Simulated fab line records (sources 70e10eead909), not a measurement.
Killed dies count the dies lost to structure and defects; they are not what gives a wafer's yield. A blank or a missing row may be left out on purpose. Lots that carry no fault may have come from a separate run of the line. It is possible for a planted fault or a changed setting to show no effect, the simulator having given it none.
Chamber matching :: flow nand harc :: NHARC_P_M0_DEP_32 on pecvd-04 has 3 sister chambers
The step deposits SiCN, target thk 30 nm. 14 wafers are shown with their chamber, then 7 later ones without.

WAFERS, EACH WITH ITS CHAMBER
wafer: L074.1
chamber: 0
heater power w (W): 655

wafer: L074.3
chamber: 2
heater power w (W): 568

wafer: L074.6
chamber: 2
heater power w (W): 576

wafer: L078.2
chamber: 2
heater power w (W): 557

wafer: L078.4
chamber: 1
heater power w (W): 631

wafer: L078.5
chamber: 2
heater power w (W): 576

wafer: L081.1
chamber: 1
heater power w (W): 617

wafer: L081.3
chamber: 2
heater power w (W): 515

wafer: L081.5
chamber: 1
heater power w (W): 611

wafer: L089.1
chamber: 1
heater power w (W): 684

wafer: L089.3
chamber: 0
heater power w (W): 572

wafer: L089.6
chamber: 0
heater power w (W): 589

wafer: L092.1
chamber: 2
heater power w (W): 521

wafer: L092.3
chamber: 0
heater power w (W): 610

SIGNATURES (means of the wafers above)
reading: heater power w
chamber 0: 606.50
chamber 1: 635.75
chamber 2: 552.17
scatter within a chamber: 31.5
Rule: distance of a wafer from a chamber = root of the sum over the readings of ((wafer's reading minus chamber's mean) / reading's scatter) squared. If the next closest chamber is less than 2 further off than the closest, the wafer can't be placed; otherwise it belongs to the closest. How the scatter is found: for the shown wafers, subtract from each reading the mean of its chamber, square and add these, divide the total by (wafers less chambers), then take the root.

WAFERS WITH NO CHAMBER GIVEN
wafer: L092.4
heater power w (W): 653

wafer: L094.1
heater power w (W): 535

wafer: L094.2
heater power w (W): 639

wafer: L094.4
heater power w (W): 632

wafer: L096.2
heater power w (W): 539

wafer: L096.5
heater power w (W): 596

wafer: L096.6
heater power w (W): 537

EACH ONE'S CHAMBER
wafer: L092.4
from the rows above: can't be placed: 1 or 0
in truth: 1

wafer: L094.1
from the rows above: can't be placed: 2 or 0
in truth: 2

wafer: L094.2
from the rows above: can't be placed: 1 or 0
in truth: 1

wafer: L094.4
from the rows above: can't be placed: 1 or 0
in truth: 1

wafer: L096.2
from the rows above: can't be placed: 2 or 0
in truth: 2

wafer: L096.5
from the rows above: can't be placed: 0 or 1 or 2
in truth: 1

wafer: L096.6
from the rows above: can't be placed: 2 or 0
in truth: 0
Correct placement for 0 of the 7. Cannot be placed on the basis of these rows: 7; the candidates contain the true chamber in 7. 0 placed wrongly.
